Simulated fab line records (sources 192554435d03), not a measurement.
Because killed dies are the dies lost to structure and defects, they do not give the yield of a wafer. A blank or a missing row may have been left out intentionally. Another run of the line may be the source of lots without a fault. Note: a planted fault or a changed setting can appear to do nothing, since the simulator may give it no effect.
fab line records + flow n5_finfet
record
- lots=10
- wafers=29
- last_day=18
route steps=1938 shown BEOL_M15@1787
lots untouched by any fault: they come from a run of this same line in which no faults occurred
start_h: hours from the record's opening day to when the first of the lot's shown wafers began + wait_h: hours from the lot's prior step to this one + " same as the row above + L1.1+2: a row that stands for several wafers + - no value, or no start given + * or withheld: withheld + < > ~ a bound
route shown NAME@n: names a module that has steps shown in the file, with the first one's number in the route + usual: mean/standard deviation taken from wafers without a fault + same: alike in all rows + chamber/n: place in a boat + sites: the reading at each site + _std_site: standard deviation of those values + _edge_site: outer sites' mean less inner sites' + radius_mm: for every site, how far away it sits from the centre of the wafer + mask NAME#n: copy n + behind: the last tool/chamber to shape the wafer + hold: cause of the lot's hold/its duration in hours/its outcome + device: the n, p or np transistor that did not switch + end of line: at the end of the route, the tests of the same wafers + a step with no rows: only its recipe + killed: count of dies lost to structure and defects at first sort (not the wafer's yield) + map: shows each die of a wafer: x if killed, . if not, _ if none is there
set.NAME: the run value of the setting; set.NAME@STEP: its run value at that earlier step + model.NAME: the simulator's own value behind a step, which no gauge read
steps of the route over a sample of lots; a table a step, a row a wafer
services: the hour from which a tool's chamber was out of use, counted from the record's first day as start_h (under 0 if before that day), plus the number of hours and why
## steps
# step N5_BEOL_M15_ETCH_59
# recipe
- chemistry=N2/H2
- target=BARC
- target_depth_a=890
- overetch_a=267
- time_s=67.9
- ion_energy_ev=200
- pressure_mtorr=30
- source_w=840
- bias_w=150
- n2_flow_sccm=200
- h2_flow_sccm=200
# usual
- chamber_pressure_mTorr=29.998/0.026
- drypump_motor_current_A=5.8/0.54
- h2_flow_sccm=200.0/0.66
- oes_product_au=0.66/0.072
- rf_fwd_power_W=833/3.5
- rf_vpp_V=523.8/2.5
- showerhead_plenum_p_Torr=2.54/0.083
- throttle_valve_pct=17.8/0.36
| lot.wafer | tool        | chamber | start_h | wait_h | chamber_pressure_mTorr | drypump_motor_current_A | h2_flow_sccm | oes_product_au | rf_fwd_power_W | rf_hours_counter_h | rf_vpp_V | showerhead_plenum_p_Torr | throttle_valve_pct |
|-----------|-------------|---------|---------|--------|------------------------|-------------------------|--------------|----------------|----------------|--------------------|----------|--------------------------|--------------------|
| L988.2    | rie_diel-02 | 2       | 254.97  | 0.0    | 29.963                 | 6.3                     | 199.1        | 0.61           | 833            | 208                | 519.8    | 2.42                     | 18.0               |
| L988.3    | "           | 0       | "       | "      | 29.976                 | 6.5                     | 200.5        | 0.78           | 833            | 31                 | 525.1    | 2.59                     | 17.3               |
| L988.4    | "           | 1       | "       | "      | 30.061                 | 5.1                     | 198.8        | 0.59           | 839            | 247                | 526.2    | 2.60                     | 17.7               |
| L986.4    | rie_diel-04 | 1       | 259.59  | 0.0    | 30.038                 | 6.3                     | 199.7        | 0.60           | 837            | -                  | 527.6    | 2.64                     | 17.8               |
| L986.5    | "           | 0       | "       | "      | 30.031                 | 5.3                     | 199.8        | 0.63           | 825            | -                  | 527.3    | 2.65                     | 18.0               |
| L986.6    | "           | 2       | "       | "      | 29.993                 | 4.9                     | 200.5        | 0.61           | 840            | -                  | 525.8    | 2.61                     | 17.8               |
| L992.1    | rie_diel-02 | 2       | 287.00  | 0.0    | 29.978                 | 6.4                     | 199.3        | 0.60           | 840            | 217                | 519.8    | 2.42                     | 18.0               |
| L992.2    | "           | 3       | "       | "      | 29.964                 | 6.5                     | 201.1        | 0.60           | 829            | 221                | 522.9    | 2.53                     | 18.0               |
| L992.5    | "           | 0       | "       | "      | 30.016                 | 6.4                     | 199.7        | 0.76           | 835            | -                  | 525.2    | 2.58                     | 17.4               |
| L990.1    | rie_diel-06 | 2       | 290.07  | 0.0    | 29.971                 | 6.2                     | 200.0        | 0.71           | 831            | 62                 | 522.1    | 2.46                     | 17.9               |
| L990.2    | "           | 1       | "       | "      | 29.971                 | 5.5                     | 199.6        | 0.68           | 832            | 90                 | 524.4    | 2.54                     | 17.3               |
| L990.4    | "           | 0       | "       | "      | 29.994                 | 5.9                     | 200.9        | 0.60           | 832            | 227                | 525.2    | 2.64                     | 18.2               |
| L996.3    | rie_diel-02 | 1       | 321.66  | 0.0    | 29.995                 | 5.1                     | 199.8        | 0.79           | 834            | 9                  | 526.8    | 2.60                     | 17.2               |
| L996.4    | "           | 3       | "       | "      | 30.059                 | 6.4                     | 199.8        | 0.59           | 831            | 231                | 522.9    | 2.52                     | 18.0               |
| L996.6    | "           | 3       | "       | "      | 29.999                 | 6.5                     | 198.9        | 0.59           | 829            | -                  | 522.4    | 2.52                     | 18.0               |
| L994.1    | rie_diel-06 | 3       | 321.82  | 0.0    | 29.952                 | 5.2                     | 200.7        | 0.60           | 832            | 206                | 519.9    | 2.43                     | 18.2               |
| L994.4    | "           | 1       | "       | "      | 29.981                 | 5.4                     | 200.3        | 0.66           | 829            | 98                 | 524.7    | 2.54                     | 17.3               |
| L994.5    | "           | 3       | "       | "      | 30.022                 | 5.2                     | 200.8        | 0.60           | 834            | -                  | 520.7    | 2.43                     | 18.2               |
| L999.1    | rie_diel-06 | 1       | 345.90  | 0.0    | 30.002                 | 5.4                     | 200.4        | 0.66           | 828            | 106                | 523.6    | 2.54                     | 17.3               |
| L999.5    | "           | 2       | "       | "      | 30.071                 | 6.2                     | 200.5        | 0.70           | 833            | -                  | 522.3    | 2.46                     | 17.9               |
| L999.6    | "           | 3       | "       | "      | 30.017                 | 5.2                     | 200.0        | 0.59           | 830            | -                  | 518.4    | 2.43                     | 18.2               |
| L100.2    | rie_diel-06 | 0       | 361.24  | 0.0    | 30.005                 | 5.9                     | 199.0        | 0.58           | 839            | 241                | 526.5    | 2.63                     | 18.3               |
| L100.5    | "           | 1       | "       | "      | 30.019                 | 5.4                     | 199.6        | 0.66           | 831            | -                  | 525.2    | 2.53                     | 17.3               |
| L105.1    | rie_diel-06 | 1       | 370.88  | 0.0    | 30.013                 | 5.4                     | 200.1        | 0.65           | 825            | 116                | 525.7    | 2.53                     | 17.3               |
| L105.2    | "           | 2       | "       | "      | 29.983                 | 6.2                     | 199.2        | 0.69           | 837            | 86                 | 523.0    | 2.45                     | 18.0               |
| L105.6    | "           | 0       | "       | "      | 29.995                 | 5.9                     | 199.8        | 0.59           | 832            | -                  | 525.8    | 2.63                     | 18.3               |
| L109.3    | rie_diel-02 | 1       | 410.98  | 0.0    | 30.008                 | 5.1                     | 200.7        | 0.75           | 839            | 40                 | 525.1    | 2.58                     | 17.2               |
| L109.4    | "           | 3       | "       | "      | 29.940                 | 6.5                     | 199.9        | 0.82           | 832            | -                  | 520.9    | 2.51                     | 17.7               |
| L109.6    | "           | 1       | "       | "      | 29.999                 | 5.1                     | 200.0        | 0.75           | 838            | -                  | 524.7    | 2.58                     | 17.2               |
# step N5_BEOL_M15_STRIP_64
# recipe
- chemistry=O2
- power_w=600
- temp_c=60
- pressure_mtorr=30
- rf_frequency_hz=6e+07
- bias_power_w=0
- overash_fraction=0.3
- o2_flow_sccm=225
# usual
- chamber_pressure_mTorr=29.997/0.028
- drypump_motor_current_A=5.8/0.53
- oes_product_au=0.77/0.087
- rf_vpp_V=3.7/0.48
- showerhead_plenum_p_Torr=2.09/0.07
- temp_c=60.01/0.12
- throttle_valve_pct=16.6/0.3
| lot.wafer | tool        | chamber | start_h | wait_h | chamber_pressure_mTorr | drypump_motor_current_A | oes_product_au | rf_hours_counter_h | rf_vpp_V | showerhead_plenum_p_Torr | temp_c | throttle_valve_pct |
|-----------|-------------|---------|---------|--------|------------------------|-------------------------|----------------|--------------------|----------|--------------------------|--------|--------------------|
| L988.2    | rie_diel-02 | 2       | -       | -      | 29.979                 | 6.3                     | 0.73           | 208                | 3.9      | 2.03                     | 60.14  | 16.9               |
| L988.3    | "           | 0       | "       | "      | 30.004                 | 6.4                     | 0.91           | 31                 | 3.7      | 2.15                     | 59.92  | 16.4               |
| L988.4    | "           | 1       | "       | "      | 30.000                 | 5.1                     | 0.68           | 248                | 3.8      | 2.14                     | 60.19  | 16.5               |
| L986.4    | rie_diel-04 | 1       | -       | -      | 29.999                 | 6.2                     | 0.70           | -                  | 3.3      | 2.14                     | 59.98  | 16.4               |
| L986.5    | "           | 0       | "       | "      | 30.000                 | 5.3                     | 0.73           | -                  | 3.7      | 2.16                     | 60.17  | 16.7               |
| L986.6    | "           | 2       | "       | "      | 29.989                 | 4.9                     | 0.70           | -                  | 3.5      | 2.17                     | 59.88  | 16.8               |
| L992.1    | rie_diel-02 | 2       | -       | -      | 30.023                 | 6.3                     | 0.71           | 217                | 4.0      | 2.02                     | 60.07  | 16.9               |
| L992.2    | "           | 3       | "       | "      | 30.028                 | 6.5                     | 0.69           | 222                | 3.8      | 2.03                     | 59.92  | 16.6               |
| L992.5    | "           | 0       | "       | "      | 29.990                 | 6.4                     | 0.90           | -                  | 2.9      | 2.15                     | 60.24  | 16.4               |
| L990.1    | rie_diel-06 | 2       | -       | -      | 30.032                 | 6.2                     | 0.84           | 62                 | 3.7      | 2.02                     | 59.87  | 16.6               |
| L990.2    | "           | 1       | "       | "      | 29.971                 | 5.4                     | 0.80           | 90                 | 3.7      | 2.10                     | 60.14  | 16.2               |
| L990.4    | "           | 0       | "       | "      | 30.012                 | 5.9                     | 0.71           | 227                | 3.3      | 2.18                     | 60.18  | 17.1               |
| L996.3    | rie_diel-02 | 1       | -       | -      | 30.010                 | 5.1                     | 0.93           | 9                  | 2.9      | 2.14                     | 59.97  | 16.0               |
| L996.4    | "           | 3       | "       | "      | 30.036                 | 6.5                     | 0.68           | 232                | 3.6      | 2.03                     | 60.14  | 16.6               |
| L996.6    | "           | 3       | "       | "      | 29.943                 | 6.5                     | 0.68           | -                  | 3.1      | 2.03                     | 60.05  | 16.6               |
| L994.1    | rie_diel-06 | 3       | -       | -      | 29.985                 | 5.2                     | 0.70           | 206                | 4.3      | 2.00                     | 59.86  | 16.8               |
| L994.4    | "           | 1       | "       | "      | 30.046                 | 5.4                     | 0.80           | 98                 | 3.7      | 2.10                     | 60.06  | 16.2               |
| L994.5    | "           | 3       | "       | "      | 30.006                 | 5.2                     | 0.70           | -                  | 3.2      | 2.00                     | 59.89  | 16.8               |
| L999.1    | rie_diel-06 | 1       | -       | -      | 29.997                 | 5.4                     | 0.79           | 106                | 3.6      | 2.09                     | 59.90  | 16.3               |
| L999.5    | "           | 2       | "       | "      | 30.018                 | 6.2                     | 0.82           | -                  | 3.3      | 2.01                     | 60.04  | 16.6               |
| L999.6    | "           | 3       | "       | "      | 30.048                 | 5.2                     | 0.68           | -                  | 2.8      | 2.00                     | 60.10  | 16.8               |
| L100.2    | rie_diel-06 | 0       | -       | -      | 30.041                 | 5.9                     | 0.71           | 241                | 3.5      | 2.18                     | 60.05  | 17.1               |
| L100.5    | "           | 1       | "       | "      | 30.017                 | 5.4                     | 0.78           | -                  | 4.1      | 2.09                     | 59.84  | 16.3               |
| L105.1    | rie_diel-06 | 1       | -       | -      | 30.003                 | 5.4                     | 0.77           | 116                | 3.7      | 2.09                     | 60.11  | 16.3               |
| L105.2    | "           | 2       | "       | "      | 30.014                 | 6.2                     | 0.81           | 87                 | 3.6      | 2.01                     | 60.09  | 16.7               |
| L105.6    | "           | 0       | "       | "      | 30.017                 | 5.9                     | 0.69           | -                  | 4.0      | 2.17                     | 59.87  | 17.1               |
| L109.3    | rie_diel-02 | 1       | -       | -      | 29.946                 | 5.1                     | 0.87           | 41                 | 3.2      | 2.13                     | 60.06  | 16.0               |
| L109.4    | "           | 3       | "       | "      | 29.972                 | 6.4                     | 0.96           | -                  | 3.6      | 2.02                     | 59.79  | 16.2               |
| L109.6    | "           | 1       | "       | "      | 30.016                 | 5.1                     | 0.88           | -                  | 2.8      | 2.13                     | 60.09  | 16.0               |
# step N5_BEOL_M15_ETCH_57
# recipe
- chemistry=N2/H2
- target=SOC
- source_w=3000
- bias_w=350
- time_s=750
- ion_energy_ev=200
- pressure_mtorr=30
- n2_flow_sccm=200
- h2_flow_sccm=200
# usual
- chamber_pressure_mTorr=30.003/0.029
- drypump_motor_current_A=5.7/0.53
- h2_flow_sccm=200.0/0.57
- oes_product_au=0.78/0.1
- rf_fwd_power_W=2998/7.8
- rf_vpp_V=524.8/2.7
- showerhead_plenum_p_Torr=2.58/0.087
- throttle_valve_pct=17.7/0.33
| lot.wafer | tool        | chamber | start_h | wait_h | chamber_pressure_mTorr | drypump_motor_current_A | h2_flow_sccm | oes_product_au | rf_fwd_power_W | rf_hours_counter_h | rf_vpp_V | showerhead_plenum_p_Torr | throttle_valve_pct |
|-----------|-------------|---------|---------|--------|------------------------|-------------------------|--------------|----------------|----------------|--------------------|----------|--------------------------|--------------------|
| L988.2    | rie_diel-04 | 1       | 255.54  | -      | 29.994                 | 6.2                     | 200.8        | 0.69           | 3006           | 223                | 525.3    | 2.64                     | 17.7               |
| L988.3    | "           | 0       | "       | "      | 30.006                 | 5.3                     | 200.7        | 0.73           | 3003           | 176                | 528.0    | 2.65                     | 17.9               |
| L988.4    | "           | 0       | "       | "      | 30.009                 | 5.3                     | 201.1        | 0.73           | 2992           | -                  | 526.4    | 2.65                     | 17.8               |
| L986.4    | rie_diel-06 | 3       | 260.14  | -      | 30.016                 | 5.2                     | 200.6        | 0.70           | 2996           | 192                | 520.1    | 2.43                     | 18.0               |
| L986.5    | "           | 3       | "       | "      | 30.013                 | 5.2                     | 200.7        | 0.70           | 3007           | -                  | 520.8    | 2.43                     | 18.0               |
| L986.6    | "           | 0       | "       | "      | 29.969                 | 5.9                     | 200.7        | 0.70           | 2989           | -                  | 527.2    | 2.64                     | 18.1               |
| L992.1    | rie_diel-04 | 0       | 287.57  | -      | 29.959                 | 5.3                     | 199.8        | 0.72           | 2990           | 186                | 527.4    | 2.64                     | 17.9               |
| L992.2    | "           | 3       | "       | "      | 30.008                 | 5.9                     | 199.8        | 0.97           | 2990           | 6                  | 528.4    | 2.71                     | 17.3               |
| L992.5    | "           | 0       | "       | "      | 30.018                 | 5.3                     | 200.3        | 0.73           | 3017           | -                  | 526.6    | 2.64                     | 17.9               |
| L990.1    | rie_diel-02 | 2       | 290.63  | -      | 30.047                 | 6.3                     | 199.1        | 0.72           | 3005           | 219                | 521.7    | 2.42                     | 17.9               |
| L990.2    | "           | 0       | "       | "      | 30.025                 | 6.4                     | 200.8        | 0.89           | 2980           | 41                 | 526.4    | 2.58                     | 17.3               |
| L990.4    | "           | 3       | "       | "      | 30.002                 | 6.4                     | 200.5        | 0.69           | 3002           | 223                | 522.1    | 2.53                     | 17.9               |
| L996.3    | rie_diel-06 | 3       | 322.24  | -      | 29.999                 | 5.1                     | 199.4        | 0.70           | 2995           | 207                | 518.9    | 2.43                     | 18.0               |
| L996.4    | "           | 1       | "       | "      | 30.001                 | 5.4                     | 201.5        | 0.79           | 3006           | 99                 | 525.2    | 2.54                     | 17.2               |
| L996.6    | "           | 1       | "       | "      | 30.050                 | 5.4                     | 200.8        | 0.80           | 2999           | -                  | 526.1    | 2.54                     | 17.2               |
| L994.1    | rie_diel-04 | 3       | 322.46  | -      | 30.012                 | 5.9                     | 199.9        | 0.94           | 2993           | 17                 | 529.0    | 2.70                     | 17.3               |
| L994.4    | "           | 0       | "       | "      | 29.998                 | 5.3                     | 200.2        | 0.71           | 2987           | 197                | 525.7    | 2.64                     | 17.9               |
| L994.5    | "           | 2       | "       | "      | 29.985                 | 4.9                     | 199.3        | 0.69           | 2995           | -                  | 526.5    | 2.60                     | 17.7               |
| L999.1    | rie_diel-02 | 2       | 346.49  | -      | 30.010                 | 6.3                     | 199.8        | 0.71           | 3002           | 236                | 519.5    | 2.41                     | 17.9               |
| L999.5    | "           | 2       | "       | "      | 30.011                 | 6.3                     | 199.9        | 0.70           | 3001           | -                  | 519.7    | 2.41                     | 17.9               |
| L999.6    | "           | 3       | "       | "      | 30.003                 | 6.5                     | 200.5        | 0.68           | 3001           | -                  | 524.5    | 2.52                     | 17.9               |
| L100.2    | rie_diel-04 | 3       | 361.81  | -      | 30.024                 | 5.9                     | 200.5        | 0.91           | 2987           | 29                 | 528.5    | 2.70                     | 17.4               |
| L100.5    | "           | 3       | "       | "      | 29.996                 | 5.9                     | 199.7        | 0.91           | 2995           | -                  | 528.7    | 2.70                     | 17.4               |
| L105.1    | rie_diel-02 | 1       | 371.44  | -      | 30.039                 | 5.1                     | 199.4        | 0.91           | 3005           | 25                 | 525.3    | 2.59                     | 17.1               |
| L105.2    | "           | 2       | "       | "      | 29.945                 | 6.4                     | 199.7        | 0.69           | 3013           | 243                | 521.3    | 2.41                     | 17.9               |
| L105.6    | "           | 1       | "       | "      | 30.030                 | 5.1                     | 200.6        | 0.90           | 3001           | -                  | 525.0    | 2.59                     | 17.1               |
| L109.3    | rie_diel-04 | 3       | 411.64  | -      | 29.971                 | 5.9                     | 200.5        | 0.89           | 3007           | 50                 | 527.6    | 2.69                     | 17.4               |
| L109.4    | "           | 1       | "       | "      | 29.966                 | 6.2                     | 200.3        | 0.98           | 2988           | 4                  | 525.6    | 2.62                     | 17.4               |
| L109.6    | "           | 0       | "       | "      | 29.997                 | 5.3                     | 200.2        | 0.69           | 2988           | -                  | 526.3    | 2.62                     | 17.9               |
# step N5_BEOL_M15_PEB_26
# recipe
- peb_temp_c=130
- peb_time_s=90
| lot.wafer  | tool           | chamber | start_h | wait_h |
|------------|----------------|---------|---------|--------|
| L988.2+3+4 | litho_track-02 | 0       | 256.20  | 0.0    |
| L986.4+5+6 | litho_track-05 | 0       | 260.80  | 0.0    |
| L992.1+2+5 | litho_track-05 | 0       | 288.23  | 0.1    |
| L990.1+2+4 | litho_track-01 | 0       | 291.41  | 0.1    |
| L996.3+4+6 | litho_track-01 | 0       | 323.02  | 0.0    |
| L994.1+4+5 | litho_track-05 | 0       | 323.24  | 0.1    |
| L999.1+5+6 | litho_track-05 | 0       | 347.15  | 0.1    |
| L100.2+5   | litho_track-05 | 0       | 362.59  | 0.0    |
| L105.1+2+6 | litho_track-05 | 0       | 372.10  | 0.1    |
| L109.3+4+6 | litho_track-02 | 0       | 412.30  | 0.0    |
# step N5_BEOL_M15_CD_MEAS_28
# recipe
- target_cd_nm=407.6
- landing_energy_ev=500
- detector=se_inlens
# usual
- cd_nm=408.5/2.1
| lot.wafer | tool      | chamber | start_h | wait_h | cd_nm |
|-----------|-----------|---------|---------|--------|-------|
| L988.2    | cd_sem-02 | 0       | 256.31  | -      | 406.6 |
| L988.3    | "         | 0       | "       | "      | 409.9 |
| L988.4    | "         | 0       | "       | "      | 406.9 |
| L986.4    | cd_sem-02 | 0       | 260.92  | -      | 407.4 |
| L986.5    | "         | 0       | "       | "      | 411.4 |
| L986.6    | "         | 0       | "       | "      | 410.6 |
| L992.1    | cd_sem-01 | 0       | 288.34  | -      | 403.7 |
| L992.2    | "         | 0       | "       | "      | 405.2 |
| L992.5    | "         | 0       | "       | "      | 406.3 |
| L990.1    | cd_sem-01 | 0       | 291.53  | -      | 408.8 |
| L990.2    | "         | 0       | "       | "      | 406.4 |
| L990.4    | "         | 0       | "       | "      | 408.1 |
| L996.3    | cd_sem-01 | 0       | 323.14  | -      | 407.7 |
| L996.4    | "         | 0       | "       | "      | 407.8 |
| L996.6    | "         | 0       | "       | "      | 406.5 |
| L994.1    | cd_sem-02 | 0       | 323.35  | -      | 409.3 |
| L994.4    | "         | 0       | "       | "      | 411.8 |
| L994.5    | "         | 0       | "       | "      | 411.2 |
| L999.1    | cd_sem-02 | 0       | 347.27  | -      | 404.6 |
| L999.5    | "         | 0       | "       | "      | 406.5 |
| L999.6    | "         | 0       | "       | "      | 408.9 |
| L100.2    | cd_sem-01 | 0       | 362.71  | -      | 418.2 |
| L100.5    | "         | 0       | "       | "      | 417.1 |
| L105.1    | cd_sem-01 | 0       | 372.22  | -      | 410.1 |
| L105.2    | "         | 0       | "       | "      | 415.6 |
| L105.6    | "         | 0       | "       | "      | 409.8 |
| L109.3    | cd_sem-01 | 0       | 412.42  | -      | 408.0 |
| L109.4    | "         | 0       | "       | "      | 411.5 |
| L109.6    | "         | 0       | "       | "      | 409.9 |
## services
| tool        | chamber | start_h | hours | kind                          |
|-------------|---------|---------|-------|-------------------------------|
| rie_diel-04 | 3       | 237.79  | -     | clean                         |
| rie_diel-04 | 3       | 237.79  | -     | consumable_replace:focus_ring |
| rie_diel-04 | 3       | 237.79  | -     | consumable_replace:showerhead |
| rie_diel-04 | 3       | 237.79  | 23.2  | scheduled_down                |
| rie_diel-04 | 3       | 237.79  | 23.2  | vent_cycle                    |
| rie_diel-02 | 1       | 267.30  | -     | clean                         |
| rie_diel-02 | 1       | 267.30  | -     | consumable_replace:esc        |
| rie_diel-02 | 1       | 267.30  | -     | consumable_replace:focus_ring |
| rie_diel-02 | 1       | 267.30  | 22.7  | scheduled_down                |
| rie_diel-02 | 1       | 267.30  | 22.7  | vent_cycle                    |
| rie_diel-02 | 3       | 379.85  | -     | clean                         |
| rie_diel-02 | 3       | 379.85  | -     | consumable_replace:focus_ring |
| rie_diel-02 | 3       | 379.85  | 18.0  | scheduled_down                |
| rie_diel-02 | 3       | 379.85  | 18.0  | vent_cycle                    |
| rie_diel-06 | 0       | 390.39  | -     | clean                         |
| rie_diel-06 | 0       | 390.39  | -     | consumable_replace:focus_ring |
| rie_diel-06 | 0       | 390.39  | 16.0  | scheduled_down                |
| rie_diel-06 | 0       | 390.39  | 16.0  | vent_cycle                    |
| rie_diel-02 | 2       | 397.98  | -     | clean                         |
| rie_diel-02 | 2       | 397.98  | -     | consumable_replace:focus_ring |
| rie_diel-02 | 2       | 397.98  | -     | consumable_replace:showerhead |
| rie_diel-02 | 2       | 397.98  | 19.7  | scheduled_down                |
| rie_diel-02 | 2       | 397.98  | 19.7  | vent_cycle                    |
| rie_diel-02 | -       | 408.08  | 0.5   | repair                        |
## key
first_sign
- step=N5_BEOL_M15_CD_MEAS_28
- reading=cd_nm
- direction=up
- sigmas=4.1
- usual=408.5
- struck=417.0
effect none on later readings
met_at N5_BEOL_M15_PEB_26
struck_lots L100,L105
struck_wafers L100.2,L100.5,L105.2
not_acting_at N5_BEOL_M15_ETCH_59,N5_BEOL_M15_STRIP_64,N5_BEOL_M15_ETCH_57
onset_between 347.15 362.59
fault
- kind=process_parameter_drift
- tool=litho_track-05
- chamber=-
- onset_h=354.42
- steps=N5_BEOL_M15_PEB_26
- channel=peb_time_s
- offset=*
- shape=step
- end_h=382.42
- scope=struck_wafers_only
- acts_in=*
- stated=*
